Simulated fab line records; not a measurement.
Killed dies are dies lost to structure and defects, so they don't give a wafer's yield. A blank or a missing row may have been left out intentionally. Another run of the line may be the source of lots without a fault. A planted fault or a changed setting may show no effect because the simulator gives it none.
fab line records + flow n5-finfet + part 2 of 2: steps 27 to 32 of 32
record
- lots=5
- wafers=15
- last-day=17
route steps=1938 shown BEOL_M5@1185 BEOL_M6@1194
lots that met no fault: from a run of the same line without faults
start-h: hours from the record's first day to the start of the lot's first wafer shown + wait-h: hours elapsed since this lot's preceding step + " unchanged from the row above + L1.1+2: one row covering several wafers at once + - no value present, or no start provided + * or withheld: withheld + < > ~ a bound
route shown NAME@n: a module of which the file shows steps, and the number in the route of the first + usual: mean/standard deviation taken from wafers without a fault + same: alike in all rows + chamber/n: place in a boat + sites: the reading at each site + _std_site: their standard deviation + _edge_site: mean of outer sites minus mean of inner sites + radius-mm: how far each site lies from the wafer's centre + mask NAME#n: copy n + behind: the tool/chamber that last shaped the wafer + hold: cause of the lot's hold/its duration in hours/its outcome + device: which transistor (n, p or np) failed to switch + end of line: tests run on the same wafers once the route is complete + a step without rows: its recipe alone + killed: at the first sort, the dies lost to defects and structure; wafer yield is something else + map: a wafer's dies, marking killed ones x, the rest . and places with no die _
set.NAME: the setting the step ran with; set.NAME@STEP: the setting that earlier step ran with + model.NAME: the simulator's own value behind a step, which no gauge read
certain route steps with their lots: each step a table, each wafer a row
services: from which hour (start-h, from the record's first day; less than 0 if before it) a tool's chamber was out of use, for how many hours, and why
## steps
# step N5_BEOL_M6_ETCH_61
# recipe
- chemistry=CF4
- target=SiARC
- target-depth-a=455
- mask-material=CAR-ArF
- time-s=75.8
- ion-energy-ev=80
- pressure-mtorr=40
- source-w=545
- bias-w=36
- Ar_flow_sccm=100
- cf4-flow-sccm=100
- ends=cleared
# usual
- drypump-motor-current-A=5.5/0.42
- etch-rf-on-time-s=75.4/1.1
- oes-product-au=0.69/0.066
- rf-vpp-V=184.1/1.1
- showerhead-plenum-p-Torr=2.14/0.056
- throttle-valve-pct=15.73/0.23
| lot.wafer | tool        | chamber | start-h | wait-h | drypump-motor-current-A | etch-rf-on-time-s | oes-product-au | rf-hours-counter-h | rf-vpp-V | showerhead-plenum-p-Torr | throttle-valve-pct |
|-----------|-------------|---------|---------|--------|-------------------------|-------------------|----------------|--------------------|----------|--------------------------|--------------------|
| L077.3    | rie-diel-02 | 2       | 202.24  | 0.0    | 5.0                     | 76.8              | 0.61           | 187                | 184.9    | 2.04                     | 15.95              |
| L077.4    | "           | 0       | "       | "      | 5.6                     | 77.0              | 0.63           | 182                | 183.7    | 2.13                     | 15.93              |
| L077.5    | "           | 3       | "       | "      | 4.9                     | 76.2              | 0.63           | -                  | 183.4    | 2.14                     | 15.68              |
| L082.1    | rie-diel-01 | 2       | 227.87  | 0.0    | 5.6                     | 75.9              | 0.76           | 45                 | 186.3    | 2.26                     | 15.18              |
| L082.4    | "           | 0       | "       | "      | 5.9                     | 74.2              | 0.80           | 27                 | 183.5    | 2.19                     | 15.43              |
| L082.5    | "           | 1       | "       | "      | 6.1                     | 74.5              | 0.65           | -                  | 183.7    | 2.07                     | 15.91              |
| L084.3    | rie-diel-04 | 0       | 232.39  | 0.0    | 5.5                     | 74.3              | 0.75           | 53                 | 185.6    | 2.18                     | 15.72              |
| L084.5    | "           | 2       | "       | "      | 5.6                     | 76.1              | 0.74           | -                  | 184.2    | 2.18                     | 15.75              |
| L084.6    | "           | 0       | "       | "      | 5.5                     | 73.3              | 0.75           | -                  | 183.3    | 2.18                     | 15.72              |
| L094.4    | rie-diel-04 | 1       | 302.68  | 0.0    | 4.7                     | 74.0              | 0.78           | 16                 | 183.1    | 2.11                     | 15.48              |
| L094.5    | "           | 0       | "       | "      | 5.5                     | 73.7              | 0.72           | -                  | 184.0    | 2.17                     | 15.76              |
| L094.6    | "           | 1       | "       | "      | 4.7                     | 74.2              | 0.79           | -                  | 185.0    | 2.11                     | 15.50              |
| L097.1    | rie-diel-01 | 1       | 317.08  | 0.0    | 6.1                     | 74.9              | 0.62           | 172                | 183.5    | 2.05                     | 16.00              |
| L097.2    | "           | 3       | "       | "      | 6.2                     | 74.4              | 0.66           | 149                | 185.1    | 2.22                     | 16.01              |
| L097.5    | "           | 1       | "       | "      | 6.0                     | 74.9              | 0.62           | -                  | 183.4    | 2.05                     | 15.99              |
# step N5_BEOL_M6_ETCH_62
# recipe
- chemistry=N2/H2
- target=SOC
- target-depth-a=1100
- overetch-a=220
- mask-material=SiARC
- temp-c=40
- time-s=165
- ion-energy-ev=200
- pressure-mtorr=30
- source-w=840
- bias-w=150
- n2-flow-sccm=200
- h2-flow-sccm=200
# usual
- drypump-motor-current-A=5.5/0.42
- oes-product-au=0.68/0.063
- rf-vpp-V=523.8/2.1
- showerhead-plenum-p-Torr=2.53/0.075
- throttle-valve-pct=17.92/0.28
# same
- time-s=165
| lot.wafer | tool        | chamber | start-h | wait-h | drypump-motor-current-A | oes-product-au | rf-hours-counter-h | rf-vpp-V | showerhead-plenum-p-Torr | throttle-valve-pct |
|-----------|-------------|---------|---------|--------|-------------------------|----------------|--------------------|----------|--------------------------|--------------------|
| L077.3    | rie-diel-02 | 2       | 202.30  | 0.0    | 5.0                     | 0.61           | 187                | 519.3    | 2.42                     | 18.17              |
| L077.4    | "           | 0       | "       | "      | 5.6                     | 0.63           | 182                | 522.2    | 2.52                     | 17.99              |
| L077.5    | "           | 3       | "       | "      | 4.9                     | 0.62           | -                  | 522.0    | 2.54                     | 17.92              |
| L082.1    | rie-diel-01 | 2       | 227.93  | 0.0    | 5.6                     | 0.75           | 45                 | 527.3    | 2.69                     | 17.33              |
| L082.4    | "           | 0       | "       | "      | 5.9                     | 0.79           | 27                 | 525.9    | 2.60                     | 17.59              |
| L082.5    | "           | 1       | "       | "      | 6.1                     | 0.64           | -                  | 521.2    | 2.44                     | 18.06              |
| L084.3    | rie-diel-04 | 0       | 232.44  | 0.0    | 5.5                     | 0.74           | 53                 | 524.8    | 2.58                     | 17.93              |
| L084.5    | "           | 2       | "       | "      | 5.6                     | 0.75           | -                  | 524.1    | 2.60                     | 18.21              |
| L084.6    | "           | 0       | "       | "      | 5.5                     | 0.73           | -                  | 525.1    | 2.58                     | 17.93              |
| L094.4    | rie-diel-04 | 1       | 302.74  | 0.0    | 4.8                     | 0.77           | 16                 | 522.4    | 2.48                     | 17.52              |
| L094.5    | "           | 0       | "       | "      | 5.5                     | 0.71           | -                  | 526.5    | 2.57                     | 17.99              |
| L094.6    | "           | 1       | "       | "      | 4.7                     | 0.77           | -                  | 523.1    | 2.48                     | 17.54              |
| L097.1    | rie-diel-01 | 1       | 317.13  | 0.0    | 6.1                     | 0.61           | 172                | 521.6    | 2.42                     | 18.13              |
| L097.2    | "           | 3       | "       | "      | 6.2                     | 0.64           | 149                | 526.9    | 2.65                     | 18.36              |
| L097.5    | "           | 1       | "       | "      | 6.1                     | 0.62           | -                  | 522.0    | 2.43                     | 18.14              |
# step N5_BEOL_M6_STRIP_68
# recipe
- chemistry=N2/H2
- temp-c=40
- n2-flow-sccm=200
- h2-flow-sccm=200
- rf-frequency-hz=6e+07
| lot.wafer  | tool        | chamber | start-h | wait-h |
|------------|-------------|---------|---------|--------|
| L077.3+4+5 | rie-diel-02 | 2,0,3   | 202.44  | 0.1    |
| L082.1+4+5 | rie-diel-01 | 2,0,1   | 228.06  | 0.1    |
| L084.3+5+6 | rie-diel-04 | 0,2,0   | 232.58  | 0.1    |
| L094.4+5+6 | rie-diel-04 | 1,0,1   | 302.88  | 0.1    |
| L097.1+2+5 | rie-diel-01 | 1,3,1   | 317.27  | 0.1    |
# step N5_BEOL_M6_STRIP_67
# recipe
- chemistry=CF4
- resist=SiARC
- power-w=300
- bias-power-w=75
- pressure-mtorr=50
- cf4-flow-sccm=150
- rf-frequency-hz=6e+07
# usual
- drypump-motor-current-A=5.5/0.42
- oes-product-au=0.80/0.074
- rf-vpp-V=271.1/1.3
- showerhead-plenum-p-Torr=1.79/0.047
- throttle-valve-pct=13.69/0.24
| lot.wafer | tool        | chamber | start-h | wait-h | drypump-motor-current-A | oes-product-au | rf-hours-counter-h | rf-vpp-V | showerhead-plenum-p-Torr | throttle-valve-pct |
|-----------|-------------|---------|---------|--------|-------------------------|----------------|--------------------|----------|--------------------------|--------------------|
| L077.3    | rie-diel-02 | 2       | 202.45  | 0.0    | 5.0                     | 0.71           | 187                | 268.9    | 1.71                     | 13.92              |
| L077.4    | "           | 0       | "       | "      | 5.6                     | 0.76           | 182                | 270.9    | 1.79                     | 13.92              |
| L077.5    | "           | 3       | "       | "      | 4.9                     | 0.74           | -                  | 271.3    | 1.79                     | 13.65              |
| L082.1    | rie-diel-01 | 2       | 228.07  | 0.0    | 5.6                     | 0.87           | 45                 | 272.1    | 1.89                     | 13.17              |
| L082.4    | "           | 0       | "       | "      | 5.9                     | 0.92           | 27                 | 271.6    | 1.83                     | 13.37              |
| L082.5    | "           | 1       | "       | "      | 6.1                     | 0.75           | -                  | 270.2    | 1.74                     | 13.89              |
| L084.3    | rie-diel-04 | 0       | 232.59  | 0.0    | 5.5                     | 0.86           | 53                 | 272.2    | 1.82                     | 13.64              |
| L084.5    | "           | 2       | "       | "      | 5.6                     | 0.87           | -                  | 272.2    | 1.83                     | 13.70              |
| L084.6    | "           | 0       | "       | "      | 5.5                     | 0.87           | -                  | 271.2    | 1.82                     | 13.65              |
| L094.4    | rie-diel-04 | 1       | 302.89  | 0.0    | 4.7                     | 0.91           | 16                 | 270.2    | 1.77                     | 13.43              |
| L094.5    | "           | 0       | "       | "      | 5.5                     | 0.83           | -                  | 271.2    | 1.81                     | 13.72              |
| L094.6    | "           | 1       | "       | "      | 4.7                     | 0.92           | -                  | 270.6    | 1.77                     | 13.43              |
| L097.1    | rie-diel-01 | 1       | 317.28  | 0.0    | 6.1                     | 0.73           | 172                | 269.0    | 1.73                     | 13.98              |
| L097.2    | "           | 3       | "       | "      | 6.2                     | 0.77           | 149                | 272.8    | 1.86                     | 13.98              |
| L097.5    | "           | 1       | "       | "      | 6.1                     | 0.73           | -                  | 270.8    | 1.73                     | 13.96              |
# step N5_BEOL_M6_HM_OPEN_17
# recipe
- chemistry=Cl2/BCl3
- target-depth-a=200
- overetch-a=60
- target=TiN
- mask-material=SOC
- ion-energy-ev=150
- pressure-mtorr=10
- icp-w=1000
- bias-w=126
- Cl2_flow_sccm=53.25
- bcl3-flow-sccm=21.75
- Ar_flow_sccm=25
# usual
- drypump-motor-current-A=6.1/0.48
- oes-product-au=0.66/0.06
- throttle-valve-pct=22.16/0.19
| lot.wafer | tool         | chamber | start-h | wait-h | drypump-motor-current-A | oes-product-au | rf-hours-counter-h | throttle-valve-pct |
|-----------|--------------|---------|---------|--------|-------------------------|----------------|--------------------|--------------------|
| L077.3    | rie-metal-01 | 1       | 202.52  | 0.1    | 5.6                     | 0.69           | -                  | 22.13              |
| L077.4    | "            | 0       | "       | "      | 6.1                     | 0.55           | -                  | 22.32              |
| L077.5    | "            | 1       | "       | "      | 5.6                     | 0.68           | -                  | 22.13              |
| L082.1    | rie-metal-01 | 0       | 228.11  | 0.0    | 6.0                     | 0.55           | 100                | 22.32              |
| L082.4    | "            | 1       | "       | "      | 5.5                     | 0.68           | -                  | 22.14              |
| L082.5    | "            | 0       | "       | "      | 6.1                     | 0.55           | -                  | 22.33              |
| L084.3    | rie-metal-02 | 1       | 232.66  | 0.1    | 6.5                     | 0.68           | -                  | 21.80              |
| L084.5    | "            | 0       | "       | "      | 6.6                     | 0.68           | -                  | 22.33              |
| L084.6    | "            | 1       | "       | "      | 6.5                     | 0.67           | -                  | 21.84              |
| L094.4    | rie-metal-03 | 1       | 302.96  | 0.1    | 5.3                     | 0.75           | -                  | 22.27              |
| L094.5    | "            | 1       | "       | "      | 5.3                     | 0.75           | -                  | 22.26              |
| L094.6    | "            | 0       | "       | "      | 6.2                     | 0.63           | -                  | 22.10              |
| L097.1    | rie-metal-03 | 1       | 317.32  | 0.0    | 5.3                     | 0.74           | 18                 | 22.28              |
| L097.2    | "            | 0       | "       | "      | 6.2                     | 0.63           | 54                 | 22.10              |
| L097.5    | "            | 1       | "       | "      | 5.3                     | 0.73           | -                  | 22.29              |
# step N5_BEOL_M6_STRIP_19
# recipe
- chemistry=O2
- power-w=400
- temp-c=40
- pressure-mtorr=30
- rf-frequency-hz=6e+07
- bias-power-w=0
- overash-fraction=0.2
- o2-flow-sccm=225
# usual
- drypump-motor-current-A=5.5/0.44
- oes-product-au=0.81/0.086
- rf-vpp-V=3.6/0.53
- showerhead-plenum-p-Torr=2.10/0.072
- throttle-valve-pct=16.78/0.27
| lot.wafer | tool        | chamber | start-h | wait-h | drypump-motor-current-A | oes-product-au | rf-hours-counter-h | rf-vpp-V | showerhead-plenum-p-Torr | throttle-valve-pct |
|-----------|-------------|---------|---------|--------|-------------------------|----------------|--------------------|----------|--------------------------|--------------------|
| L077.3    | rie-diel-02 | 1       | 202.60  | 0.1    | 5.4                     | 0.90           | 23                 | 4.1      | 2.05                     | 16.41              |
| L077.4    | "           | 0       | "       | "      | 5.6                     | 0.75           | 182                | 4.1      | 2.09                     | 17.04              |
| L077.5    | "           | 3       | "       | "      | 4.9                     | 0.73           | -                  | 3.7      | 2.10                     | 16.74              |
| L082.1    | rie-diel-04 | 1       | 228.29  | 0.1    | 4.8                     | 0.68           | 250                | 3.5      | 2.05                     | 16.94              |
| L082.4    | "           | 0       | "       | "      | 5.5                     | 0.88           | 51                 | 3.8      | 2.13                     | 16.77              |
| L082.5    | "           | 3       | "       | "      | 5.4                     | 0.80           | -                  | 4.0      | 2.12                     | 16.82              |
| L084.3    | rie-diel-02 | 0       | 232.74  | 0.1    | 5.6                     | 0.74           | 193                | 3.6      | 2.09                     | 17.05              |
| L084.5    | "           | 3       | "       | "      | 4.9                     | 0.72           | -                  | 3.5      | 2.10                     | 16.76              |
| L084.6    | "           | 0       | "       | "      | 5.6                     | 0.73           | -                  | 4.7      | 2.09                     | 17.05              |
| L094.4    | rie-diel-02 | 1       | 303.04  | 0.1    | 5.3                     | 0.84           | 56                 | 4.3      | 2.03                     | 16.46              |
| L094.5    | "           | 2       | "       | "      | 5.0                     | 0.68           | -                  | 3.9      | 1.99                     | 17.09              |
| L094.6    | "           | 1       | "       | "      | 5.4                     | 0.86           | -                  | 4.0      | 2.03                     | 16.48              |
| L097.1    | rie-diel-02 | 1       | 317.43  | 0.1    | 5.4                     | 0.83           | 62                 | 3.6      | 2.03                     | 16.48              |
| L097.2    | "           | 2       | "       | "      | 5.0                     | 0.68           | 226                | 4.4      | 1.98                     | 17.09              |
| L097.5    | "           | 2       | "       | "      | 5.0                     | 0.69           | -                  | 4.3      | 1.98                     | 17.10              |
## services
| tool            | chamber | start-h | hours | kind   |
|-----------------|---------|---------|-------|--------|
| arfi-scanner-01 | -       | 180.03  | 1.3   | pm     |
| rie-diel-02     | 0       | 180.49  | 4.4   | repair |
| cmp-02          | -       | 184.44  | 0.7   | repair |
| pecvd-01        | -       | 187.97  | 2.8   | pm     |
| cmp-04          | -       | 191.17  | 5.9   | repair |
| arfi-scanner-03 | -       | 195.18  | 1.3   | pm     |
| cmp-04          | -       | 214.02  | 4.0   | pm     |
| rie-diel-02     | -       | 220.78  | 2.3   | repair |
| arfi-scanner-01 | -       | 238.43  | 3.1   | pm     |
| cvd-co-02       | -       | 240.62  | 0.5   | repair |
| uv-cure-03      | -       | 242.71  | 7.5   | pm     |
| cmp-04          | -       | 243.72  | 28.0  | repair |
| arfi-scanner-01 | -       | 254.13  | 0.8   | pm     |
| arfi-scanner-03 | -       | 254.75  | 6.0   | pm     |
| cvd-co-01       | -       | 262.89  | 14.6  | pm     |
| cmp-02          | -       | 264.82  | 10.7  | pm     |
| rie-diel-01     | 3       | 270.15  | 5.9   | repair |
| rie-diel-01     | 2       | 285.76  | 10.5  | repair |
| arfi-scanner-01 | -       | 288.48  | 5.8   | repair |
| arfi-scanner-01 | -       | 305.53  | 1.3   | pm     |
| rie-diel-01     | 0       | 307.46  | 4.7   | repair |
| arfi-scanner-01 | -       | 308.56  | 1.0   | pm     |
| arfi-scanner-01 | -       | 311.97  | 2.2   | repair |
| rie-diel-01     | 0       | 314.89  | 13.9  | repair |
